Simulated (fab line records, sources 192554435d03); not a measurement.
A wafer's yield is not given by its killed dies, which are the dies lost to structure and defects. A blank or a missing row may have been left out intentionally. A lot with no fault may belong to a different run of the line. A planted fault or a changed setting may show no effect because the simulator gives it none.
Matching of chambers / flow n5 finfet / rie si-04 running N5_BEOL_M0_SAQP_ETCH_102: 4 sister chambers
The step etches SiO2 in CF4, target depth 4 nm, time 4.4 s. 4 wafers are shown with their chamber, then 10 later ones without.

WAFERS PAIRED WITH THEIR CHAMBERS
wafer=L080.4; chamber=0; throttle valve pct (%)=22.16
wafer=L085.2; chamber=3; throttle valve pct (%)=21.55
wafer=L086.1; chamber=1; throttle valve pct (%)=22.27
wafer=L086.2; chamber=2; throttle valve pct (%)=21.45

WAFERS WHOSE CHAMBER IS MISSING
wafer=L086.3; throttle valve pct (%)=21.55
wafer=L087.2; throttle valve pct (%)=22.25
wafer=L087.4; throttle valve pct (%)=21.45
wafer=L087.6; throttle valve pct (%)=22.25
wafer=L090.1; throttle valve pct (%)=22.27
wafer=L090.2; throttle valve pct (%)=21.56
wafer=L090.4; throttle valve pct (%)=22.17
wafer=L095.1; throttle valve pct (%)=21.45
wafer=L095.2; throttle valve pct (%)=22.26
wafer=L095.3; throttle valve pct (%)=22.17

THE CHAMBER EACH PASSED THROUGH
wafer=L086.3; from the rows above=3; in truth=3
wafer=L087.2; from the rows above=1; in truth=1
wafer=L087.4; from the rows above=2; in truth=2
wafer=L087.6; from the rows above=1; in truth=1
wafer=L090.1; from the rows above=1; in truth=1
wafer=L090.2; from the rows above=3; in truth=3
wafer=L090.4; from the rows above=0; in truth=0
wafer=L095.1; from the rows above=2; in truth=2
wafer=L095.2; from the rows above=1; in truth=1
wafer=L095.3; from the rows above=0; in truth=0
Correctly placed: 10 of 10. Can't be placed from these rows: 0. Wrongly placed: 0.
How it was worked out, from the rows above alone: a wafer's distance from a chamber is the root of the sum, over the readings, of the square of ((its reading less the chamber's mean) divided by the reading's scatter). The wafer belongs to the nearest chamber; if the next one is less than 2 further off, it can't be placed. Each chamber's mean is taken over the wafers shown for it. The scatter: root of mean squared gap, hidden wafer to nearest shown wafer, with one shown wafer a chamber.
